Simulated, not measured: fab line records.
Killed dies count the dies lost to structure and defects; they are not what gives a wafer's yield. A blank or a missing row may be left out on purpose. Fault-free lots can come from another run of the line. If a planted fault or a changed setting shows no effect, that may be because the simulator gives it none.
fab line records	flow nandHarc	part 1 of 2: steps 1 to 4 of 6
record: lots: 19	wafers: 57	lastDay: 33
route steps=1302 shown A_STAIRCASE@807
lots that met no fault: from a run of the same line without faults
startH: hours from the record's opening day to when the first of the lot's shown wafers began	waitH: hours elapsed since this lot's preceding step	" the same as in the row above	L1.1+2: a row that stands for several wafers	- no value, or no start given	* or withheld: withheld	< > ~ a bound
route shown NAME@n: names a module that has steps shown in the file, with the first one's number in the route	usual: average and standard deviation across the fault-free wafers	same: alike in all rows	chamber/n: place in a boat	sites: readings site by site	_std_site: the standard deviation of these	_edge_site: inner sites' mean taken away from outer sites' mean	radiusMm: how far each site lies from the wafer's centre	mask NAME#n: copy n	behind: the last tool/chamber to shape the wafer	hold: what put the lot on hold/how long, in hours/how the hold closed	device: which transistor (n, p or np) failed to switch	end of line: the route-end tests of the same wafers	a step given without rows: its recipe and nothing more	killed: dies that structure and defects cost at the first sort, which is not the same as the wafer's yield	map: per-die view of a wafer (x killed, . not killed, _ where there is no die)
set.NAME: the setting the step ran with; set.NAME@STEP: the setting that earlier step ran with	model.NAME: the simulator's own value behind a step, which no gauge read
the route's steps for a sample of lots (tables are steps, rows are wafers)
services: from which hour (startH, from the record's first day; less than 0 if before it) a tool's chamber was out of use, for how many hours, and why
== steps ==
step: NHARC_A_STAIRCASE_DESCUM_291
recipe: timeS: 3	o2FlowSccm: 200	arFlowSccm: 0	biasPowerW: 0	chemistry: O2
usual: chamberPressureMTorr: 60.00/0.059	drypumpMotorCurrentA: 5.8/0.49	o2FlowSccm: 200.1/0.6	oesProductAu: 1.001/0.0087	rfVppV: 57.7/0.88	showerheadPlenumPTorr: 1.92/0.098	throttleValvePct: 11.313/0.0087
same: biasPowerW: 0
lot.wafer	tool	chamber	startH	waitH	chamberPressureMTorr	drypumpMotorCurrentA	o2FlowSccm	oesProductAu	rfHoursCounterH	rfVppV	showerheadPlenumPTorr	throttleValvePct
L074.2	rieDiel-04	0	375.00	-	59.89	5.2	200.6	1.005	5	57.8	1.81	11.307
L074.3	"	3	"	"	60.09	6.2	198.9	1.007	6	58.3	1.90	11.307
L074.5	"	1	"	"	60.01	5.4	200.6	1.003	-	58.5	2.06	11.305
L075.4	rieDiel-04	0	384.59	-	60.02	5.2	199.6	1.017	8	58.0	1.81	11.308
L075.1	"	2	"	"	60.10	5.7	201.3	0.993	7	58.0	1.92	11.316
L075.2	"	3	"	"	59.99	6.3	200.6	0.997	10	57.2	1.90	11.318
L077.2	rieDiel-11	3	396.35	-	59.94	5.8	200.0	1.006	25	57.2	1.77	11.308
L077.5	"	0	"	"	60.05	6.4	199.0	0.996	-	58.3	1.89	11.312
L077.6	"	1	"	"	60.00	5.8	200.6	1.004	-	58.6	1.98	11.313
L076.2	rieDiel-11	2	397.56	-	60.03	5.6	199.9	1.006	47	57.0	1.78	11.299
L076.1	"	3	"	"	59.97	5.9	200.3	1.027	26	58.6	1.77	11.306
L076.6	"	3	"	"	60.03	5.8	201.3	1.021	-	58.0	1.77	11.315
L078.2	rieDiel-04	0	414.75	-	59.91	5.2	199.7	1.003	18	57.1	1.81	11.309
L078.3	"	1	"	"	59.99	5.4	200.4	1.010	17	57.9	2.05	11.317
L078.6	"	2	"	"	59.86	5.7	199.9	0.993	-	58.9	1.92	11.319
L079.3	rieDiel-11	3	418.44	-	60.00	5.8	199.6	1.009	31	55.7	1.77	11.314
L079.1	"	0	"	"	59.98	6.4	201.1	1.013	53	56.8	1.88	11.309
L079.6	"	0	"	"	59.94	6.4	201.3	1.004	-	58.0	1.88	11.330
L080.2	rieDiel-04	0	436.22	-	59.98	5.2	199.4	1.013	24	58.1	1.81	11.318
L080.3	"	2	"	"	60.03	5.7	199.5	0.992	27	58.2	1.92	11.297
L080.5	"	0	"	"	60.00	5.2	200.6	1.004	-	57.5	1.81	11.291
L081.3	rieDiel-04	1	453.22	-	60.00	5.4	199.2	1.004	32	58.5	2.05	11.331
L081.6	"	0	"	"	60.02	5.2	198.9	0.983	-	56.9	1.80	11.319
L081.5	"	1	"	"	60.01	5.4	199.4	1.003	-	57.3	2.05	11.315
L082.3	rieDiel-05	0	454.61	-	60.14	5.5	201.4	1.016	16	58.8	1.98	11.312
L082.2	"	1	"	"	60.01	6.6	200.3	0.994	14	58.1	1.85	11.314
L082.4	"	0	"	"	59.98	5.5	200.4	1.014	-	57.6	1.98	11.307
L083.2	rieDiel-11	2	472.69	-	59.87	5.5	199.6	0.994	10	56.9	1.77	11.308
L083.6	"	0	"	"	59.98	6.4	200.4	1.003	-	58.1	1.88	11.285
L083.5	"	1	"	"	60.02	5.8	200.8	0.987	-	58.7	1.98	11.312
L084.2	rieDiel-04	1	479.83	-	60.07	5.4	199.6	1.006	39	58.0	2.04	11.302
L084.1	"	3	"	"	59.95	6.3	199.6	0.994	39	57.3	1.89	11.317
L084.4	"	0	"	"	60.01	5.2	200.4	0.995	39	56.5	1.80	11.306
L087.3	rieDiel-05	1	508.18	-	59.97	6.6	200.7	0.996	32	57.0	1.84	11.308
L087.4	"	3	"	"	59.97	5.0	199.7	1.001	33	57.9	2.07	11.311
L087.6	"	1	"	"	59.88	6.6	200.1	0.985	-	58.4	1.84	11.309
L088.3	rieDiel-04	2	516.35	-	60.03	5.7	199.9	0.995	49	58.0	1.91	11.315
L088.5	"	0	"	"	59.96	5.2	200.8	1.002	-	57.0	1.80	11.309
L088.6	"	1	"	"	60.01	5.4	200.7	1.008	-	59.3	2.04	11.315
L091.3	rieDiel-05	3	537.44	-	60.10	4.9	200.0	0.997	43	58.7	2.06	11.311
L091.1	"	1	"	"	60.04	6.6	200.5	0.987	44	58.8	1.84	11.319
L091.2	"	2	"	"	59.90	6.3	200.1	1.001	29	56.5	1.81	11.323
L089.4	rieDiel-05	2	540.03	-	59.95	6.3	200.3	1.000	30	58.1	1.81	11.311
L089.3	"	3	"	"	59.92	4.9	199.6	1.000	44	57.2	2.06	11.332
L089.6	"	0	"	"	60.02	5.5	199.6	0.989	-	57.5	1.97	11.316
L092.5	rieDiel-04	3	558.25	-	60.06	6.3	199.9	1.016	-	57.6	1.88	11.304
L092.4	"	1	"	"	59.92	5.4	200.7	0.999	-	57.8	2.04	11.313
L092.6	"	2	"	"	59.93	5.7	199.7	1.006	-	56.8	1.90	11.316
L094.3	rieDiel-04	1	569.49	-	60.14	5.4	200.6	1.002	10	59.8	2.03	11.328
L094.1	"	2	"	"	60.10	5.7	199.3	1.003	10	57.8	1.90	11.314
L094.2	"	3	"	"	59.99	6.2	198.7	1.008	10	57.7	1.88	11.337
L095.4	rieDiel-11	3	593.70	-	59.96	5.8	200.3	1.002	49	58.9	2.06	11.299
L095.5	"	0	"	"	60.00	6.4	201.1	1.002	-	56.6	1.87	11.303
L095.6	"	1	"	"	59.94	5.8	200.4	0.992	-	57.4	1.96	11.290
L097.3	rieDiel-05	0	614.75	-	60.04	5.5	200.5	1.013	9	58.1	1.96	11.309
L097.2	"	1	"	"	60.02	6.6	199.3	0.999	4	56.4	1.84	11.312
L097.5	"	1	"	"	60.03	6.6	200.3	0.993	-	57.3	1.84	11.309
step: NHARC_A_STAIRCASE_STRIP_295
recipe: o2FlowSccm: 500	arFlowSccm: 0	biasW: 0	chemistry: O2
usual: chamberPressureMTorr: 60.00/0.059	drypumpMotorCurrentA: 5.8/0.49	o2FlowSccm: 499.9/1.4	oesProductAu: 1.002/0.0087	rfVppV: 57.8/0.92	showerheadPlenumPTorr: 3.52/0.17	throttleValvePct: 17.036/0.0097
lot.wafer	tool	chamber	startH	waitH	chamberPressureMTorr	drypumpMotorCurrentA	o2FlowSccm	oesProductAu	rfHoursCounterH	rfVppV	showerheadPlenumPTorr	throttleValvePct
L074.3	rieDiel-04	3	-	-	59.99	6.2	501.4	0.999	7	57.1	3.51	17.033
L074.2	"	0	"	"	59.98	5.2	499.8	1.010	6	56.6	3.35	17.023
L074.5	"	3	"	"	60.01	6.2	499.9	0.996	-	58.5	3.51	17.031
L075.4	rieDiel-04	1	-	-	60.03	5.4	499.8	0.998	9	57.3	3.77	17.036
L075.2	"	2	"	"	59.96	5.7	501.6	0.987	12	57.9	3.54	17.034
L075.1	"	3	"	"	60.02	6.3	500.1	1.002	14	58.7	3.51	17.050
L077.2	rieDiel-11	1	-	-	60.00	5.8	498.0	1.002	44	57.5	3.65	17.045
L077.5	"	2	"	"	60.04	5.6	498.3	0.999	-	57.5	3.30	17.030
L077.6	"	3	"	"	60.02	5.8	499.8	1.009	-	58.6	3.28	17.041
L076.1	rieDiel-11	2	-	-	60.01	5.6	500.5	0.990	48	56.1	3.30	17.035
L076.2	"	0	"	"	60.03	6.5	499.3	0.991	49	57.4	3.48	17.014
L076.6	"	2	"	"	59.98	5.5	500.8	1.000	-	58.2	3.30	17.043
L078.3	rieDiel-04	1	-	-	60.01	5.4	499.6	1.018	17	57.6	3.77	17.038
L078.2	"	2	"	"	60.08	5.7	499.0	0.993	20	59.7	3.54	17.040
L078.6	"	2	"	"	60.02	5.7	499.4	0.994	-	59.5	3.54	17.027
L079.1	rieDiel-11	1	-	-	59.98	5.8	500.6	0.989	49	59.6	3.64	17.042
L079.3	"	2	"	"	60.05	5.5	501.3	1.003	53	55.8	3.30	17.038
L079.6	"	0	"	"	60.02	6.5	501.3	1.002	-	57.0	3.48	17.046
L080.2	rieDiel-04	2	-	-	60.04	5.7	500.6	0.973	28	58.6	3.53	17.037
L080.3	"	3	"	"	60.07	6.2	500.2	1.005	27	57.8	3.50	17.022
L080.5	"	0	"	"	60.04	5.2	500.5	1.004	-	57.8	3.34	17.031
L081.3	rieDiel-04	3	-	-	60.00	6.2	498.3	0.993	34	57.3	3.50	17.037
L081.6	"	2	"	"	60.10	5.7	498.1	0.999	-	58.0	3.53	17.045
L081.5	"	3	"	"	60.03	6.3	501.3	0.993	-	57.8	3.50	17.044
L082.2	rieDiel-05	0	-	-	59.96	5.5	500.8	1.006	17	58.1	3.64	17.022
L082.3	"	3	"	"	59.93	4.9	498.4	1.009	13	59.1	3.80	17.040
L082.4	"	3	"	"	59.99	5.0	499.3	1.016	-	59.6	3.80	17.036
L083.2	rieDiel-11	3	-	-	60.04	5.8	500.7	1.004	11	57.0	3.80	17.038
L083.6	"	0	"	"	60.08	6.5	498.6	1.009	-	57.9	3.47	17.013
L083.5	"	1	"	"	60.00	5.8	501.3	0.991	-	57.9	3.64	17.031
L084.2	rieDiel-04	3	-	-	60.05	6.3	499.7	1.002	40	57.5	3.49	17.041
L084.4	"	0	"	"	59.95	5.2	501.7	1.005	40	57.5	3.33	17.030
L084.1	"	1	"	"	60.00	5.4	501.0	1.008	39	58.3	3.75	17.027
L087.3	rieDiel-05	2	-	-	60.02	6.3	502.9	0.997	20	57.4	3.35	17.036
L087.4	"	0	"	"	59.98	5.5	500.1	0.995	36	58.3	3.63	17.040
L087.6	"	2	"	"	60.01	6.4	500.9	1.012	-	57.7	3.35	17.048
L088.3	rieDiel-04	0	-	-	59.95	5.2	498.6	1.005	52	58.2	3.33	17.047
L088.5	"	2	"	"	59.85	5.7	501.4	0.985	-	57.9	3.52	17.036
L088.6	"	3	"	"	60.06	6.3	498.7	0.996	-	57.0	3.49	17.062
L091.2	rieDiel-05	2	-	-	59.88	6.3	501.2	1.012	30	57.9	3.35	17.039
L091.3	"	0	"	"	59.98	5.5	497.5	1.007	49	58.3	3.63	17.025
L091.1	"	1	"	"	59.96	6.6	500.0	0.996	45	58.1	3.40	17.031
L089.3	rieDiel-05	1	-	-	60.00	6.6	500.8	0.994	46	57.8	3.40	17.048
L089.4	"	3	"	"	59.99	5.0	500.3	1.016	45	57.7	3.78	17.057
L089.6	"	1	"	"	60.00	6.6	500.1	0.987	-	57.3	3.40	17.050
L092.5	rieDiel-04	1	-	-	60.01	5.4	497.7	0.995	-	59.0	3.74	17.023
L092.6	"	2	"	"	59.93	5.7	500.3	0.997	-	58.2	3.51	17.029
L092.4	"	3	"	"	59.91	6.3	500.6	1.011	-	58.4	3.48	17.031
L094.1	rieDiel-04	1	-	-	60.02	5.4	501.8	1.005	10	58.0	3.74	17.031
L094.3	"	2	"	"	60.08	5.7	501.9	1.001	10	57.9	3.51	17.034
L094.2	"	3	"	"	60.03	6.3	500.1	1.003	10	58.0	3.48	17.031
L095.4	rieDiel-11	3	-	-	60.00	5.8	499.2	1.001	50	56.9	3.78	17.030
L095.5	"	1	"	"	60.08	5.8	498.8	0.999	-	58.1	3.61	17.052
L095.6	"	2	"	"	59.99	5.5	499.6	1.001	-	56.9	3.27	17.021
L097.2	rieDiel-05	1	-	-	60.08	6.7	501.4	0.993	4	57.8	3.40	17.043
L097.3	"	3	"	"	60.04	5.0	499.6	0.991	10	58.2	3.77	17.048
L097.5	"	1	"	"	60.00	6.7	500.7	0.991	-	58.8	3.40	17.027
step: NHARC_A_STAIRCASE_ALD_415
recipe: targetThkA: 300	pulseTimeS: 6	aldCycles: 300	tempC: 300	material: SiO2
usual: heaterPowerW: 461/54	precursorPulseHeightRel: 1.001/0.021	susceptorTempC: 299.99/0.2
same: pulseTimeS: 6
lot.wafer	tool	chamber	startH	waitH	heaterPowerW	precursorPulseHeightRel	susceptorTempC
L074.2	aldHk-02	0	384.88	0.3	559	1.009	299.99
L074.3	"	2	"	"	469	1.030	300.03
L074.5	"	0	"	"	545	1.006	300.05
L075.1	aldHk-01	3	395.54	0.3	345	0.996	299.91
L075.4	"	0	"	"	451	1.008	299.82
L075.2	"	1	"	"	500	0.999	300.09
L077.2	aldHk-02	1	403.75	0.5	434	0.996	299.99
L077.5	"	3	"	"	422	0.995	299.79
L077.6	"	0	"	"	564	1.000	300.12
L076.2	aldHk-04	2	405.12	0.1	410	0.996	300.00
L076.1	"	1	"	"	465	0.963	299.94
L076.6	"	3	"	"	477	0.990	299.96
L078.2	aldHk-02	3	422.93	0.3	423	1.002	300.18
L078.3	"	0	"	"	550	1.015	300.05
L078.6	"	3	"	"	423	0.998	300.19
L079.1	aldHk-01	0	425.74	0.3	455	0.980	300.03
L079.3	"	2	"	"	522	1.023	299.85
L079.6	"	3	"	"	337	0.946	300.34
L080.3	aldHk-02	1	446.35	0.1	443	0.967	299.79
L080.2	"	3	"	"	423	1.034	299.75
L080.5	"	1	"	"	425	1.054	299.82
L081.3	aldHk-02	0	462.79	0.7	567	0.973	299.88
L081.5	"	3	"	"	420	0.987	299.68
L081.6	"	0	"	"	564	1.018	299.80
L082.4	aldHk-04	2	470.10	2.1	452	1.007	300.11
L082.2	"	3	"	"	474	1.002	299.94
L082.3	"	0	"	"	409	1.007	299.80
L083.2	aldHk-02	2	479.96	0.3	467	1.015	299.85
L083.5	"	1	"	"	435	0.989	299.80
L083.6	"	2	"	"	475	0.978	300.31
L084.2	aldHk-01	2	489.57	0.1	525	1.003	299.64
L084.1	"	3	"	"	353	0.991	299.91
L084.4	"	0	"	"	453	1.008	299.95
L087.3	aldHk-04	2	515.19	0.1	456	1.013	299.79
L087.4	"	0	"	"	422	0.980	299.77
L087.6	"	3	"	"	467	0.967	299.99
L088.3	aldHk-02	1	523.95	0.5	431	1.008	300.31
L088.6	"	3	"	"	423	0.977	300.12
L088.5	"	0	"	"	540	1.032	300.05
L091.3	aldHk-04	1	544.67	0.3	466	0.983	299.95
L091.1	"	2	"	"	460	1.032	299.45
L091.2	"	3	"	"	465	1.029	299.99
L089.4	aldHk-02	2	549.60	0.5	459	1.006	300.10
L089.3	"	3	"	"	386	0.962	300.07
L089.6	"	1	"	"	438	0.982	299.74
L092.4	aldHk-04	3	567.74	0.8	474	1.004	299.95
L092.5	"	0	"	"	420	1.006	300.29
L092.6	"	1	"	"	462	1.006	300.06
L094.2	aldHk-01	1	577.16	0.1	505	1.038	300.02
L094.3	"	3	"	"	353	0.995	300.10
L094.1	"	0	"	"	446	0.982	300.26
L095.4	aldHk-02	0	601.04	0.3	570	1.009	299.68
L095.6	"	3	"	"	396	0.991	299.86
L095.5	"	0	"	"	570	1.018	299.87
L097.3	aldHk-01	0	623.43	0.1	444	0.988	299.63
L097.2	"	3	"	"	361	1.005	299.85
L097.5	"	0	"	"	445	1.021	299.85
step: NHARC_A_STAIRCASE_STRIP_476
recipe: timeS: 20	o2FlowSccm: 500	arFlowSccm: 0	biasW: 0	chemistry: O2
usual: chamberPressureMTorr: 60.00/0.052	drypumpMotorCurrentA: 5.8/0.55	o2FlowSccm: 500.1/1.5	oesProductAu: 1.001/0.0088	rfVppV: 57.7/0.92	showerheadPlenumPTorr: 3.52/0.17	throttleValvePct: 17.037/0.0091
lot.wafer	tool	chamber	startH	waitH	chamberPressureMTorr	drypumpMotorCurrentA	o2FlowSccm	oesProductAu	rfHoursCounterH	rfVppV	showerheadPlenumPTorr	throttleValvePct
L074.3	rieDiel-05	3	388.54	0.1	60.10	5.0	502.3	0.996	50	55.9	3.28	17.043
L074.2	"	1	"	"	59.99	6.7	500.6	0.994	51	57.0	3.43	17.048
L074.5	"	2	"	"	60.04	6.3	501.1	0.995	-	58.1	3.37	17.036
L075.1	rieDiel-05	2	397.62	0.2	59.97	6.3	501.5	0.977	51	57.2	3.36	17.038
L075.2	"	3	"	"	60.07	4.9	502.0	0.991	54	58.9	3.28	17.032
L075.4	"	2	"	"	60.03	6.3	499.5	1.000	-	57.4	3.36	17.025
L077.2	rieDiel-04	0	405.46	0.1	60.02	5.2	499.4	1.012	16	57.3	3.35	17.027
L077.5	"	3	"	"	60.01	6.3	501.6	1.004	-	56.9	3.50	17.026
L077.6	"	0	"	"	60.00	5.2	499.3	1.012	-	57.5	3.35	17.025
L076.2	rieDiel-04	2	407.27	0.1	60.00	5.7	499.6	0.991	18	56.9	3.54	17.027
L076.1	"	0	"	"	60.05	5.2	501.4	1.009	16	57.3	3.35	17.028
L076.6	"	2	"	"	60.08	5.7	499.5	0.984	-	57.3	3.54	17.052
L078.3	rieDiel-11	1	424.96	0.1	60.04	5.8	500.9	1.010	51	58.7	3.64	17.039
L078.2	"	2	"	"	60.02	5.6	500.9	1.018	55	58.5	3.29	17.031
L078.6	"	0	"	"	60.02	6.4	499.7	1.016	-	57.1	3.48	17.035
L079.3	rieDiel-04	0	427.69	0.1	60.03	5.2	499.3	1.006	22	56.9	3.34	17.027
L079.1	"	3	"	"	59.98	6.2	499.2	1.002	25	58.7	3.50	17.047
L079.6	"	1	"	"	59.97	5.4	497.2	0.999	-	57.7	3.76	17.042
L080.3	rieDiel-11	1	448.53	0.1	59.92	5.8	499.5	0.986	2	57.8	3.64	17.035
L080.2	"	2	"	"	60.02	5.5	499.8	0.991	2	57.5	3.29	17.030
L080.5	"	0	"	"	59.99	6.4	500.4	0.989	-	56.4	3.48	17.035
L081.3	rieDiel-04	3	464.72	0.1	60.08	6.2	502.0	1.003	36	58.4	3.49	17.042
L081.5	"	2	"	"	60.00	5.7	502.4	0.994	-	57.6	3.53	17.029
L081.6	"	3	"	"	59.97	6.3	499.4	1.000	-	58.3	3.49	17.045
L082.4	rieDiel-05	0	472.05	0.1	60.00	5.5	499.8	1.016	25	58.2	3.64	17.042
L082.3	"	1	"	"	59.92	6.6	498.3	0.999	23	57.6	3.41	17.019
L082.2	"	2	"	"	59.95	6.3	495.1	0.999	10	56.8	3.36	17.038
L083.2	rieDiel-05	1	481.90	0.1	60.03	6.6	496.9	0.991	25	58.3	3.41	17.032
L083.6	"	1	"	"	59.97	6.6	500.1	0.999	-	57.2	3.41	17.042
L083.5	"	2	"	"	59.97	6.4	499.6	1.003	-	56.9	3.36	17.020
L084.1	rieDiel-04	3	491.87	0.2	60.02	6.3	499.9	1.000	43	57.7	3.49	17.050
L084.2	"	1	"	"	59.93	5.4	499.9	1.003	44	58.6	3.75	17.047
L084.4	"	2	"	"	59.99	5.7	500.1	0.996	42	58.4	3.52	17.024
L087.3	rieDiel-05	0	517.36	0.1	60.06	5.5	497.0	1.005	42	58.6	3.63	17.021
L087.4	"	1	"	"	60.06	6.7	497.9	0.989	38	57.7	3.41	17.042
L087.6	"	3	"	"	59.90	5.0	500.0	1.010	-	57.8	3.79	17.022
L088.3	rieDiel-05	2	525.65	0.1	60.00	6.3	500.5	1.001	26	56.2	3.35	17.034
L088.6	"	2	"	"	59.91	6.4	499.0	1.003	-	57.2	3.35	17.039
L088.5	"	3	"	"	60.01	4.9	502.2	1.001	-	57.5	3.79	17.029
L091.2	rieDiel-05	2	546.62	0.1	59.96	6.4	501.4	1.002	32	56.5	3.35	17.040
L091.1	"	3	"	"	60.02	4.9	499.7	1.006	45	59.1	3.78	17.040
L091.3	"	0	"	"	60.01	5.5	499.8	1.010	50	58.1	3.62	17.053
L089.3	rieDiel-05	0	551.31	0.1	60.01	5.5	502.7	1.003	51	58.6	3.62	17.036
L089.4	"	2	"	"	59.97	6.3	499.4	1.004	33	56.0	3.35	17.039
L089.6	"	1	"	"	59.98	6.6	499.9	0.987	-	57.6	3.40	17.030
L092.4	rieDiel-05	2	569.22	0.1	60.03	6.3	501.8	0.999	40	57.4	3.34	17.051
L092.5	"	2	"	"	60.09	6.3	500.8	0.995	-	57.1	3.34	17.030
L092.6	"	3	"	"	59.92	5.0	497.6	1.008	-	57.9	3.78	17.032
L094.1	rieDiel-04	3	579.34	0.1	60.04	6.3	498.3	1.006	12	55.8	3.48	17.016
L094.3	"	1	"	"	59.95	5.4	499.8	1.000	12	58.7	3.73	17.019
L094.2	"	2	"	"	60.04	5.7	501.7	1.011	12	57.4	3.51	17.033
L095.4	rieDiel-11	0	603.01	0.1	60.14	6.4	502.6	0.995	53	57.6	3.45	17.051
L095.5	"	2	"	"	60.01	5.6	501.7	0.996	-	57.7	3.27	17.036
L095.6	"	3	"	"	60.04	5.9	499.1	1.025	-	59.0	3.78	17.050
L097.2	rieDiel-05	2	625.72	0.2	59.90	6.4	497.4	0.997	11	57.7	3.33	17.011
L097.3	"	3	"	"	60.02	5.0	500.4	0.994	15	58.5	3.77	17.031
L097.5	"	0	"	"	59.93	5.5	501.0	1.011	-	58.3	3.61	17.029
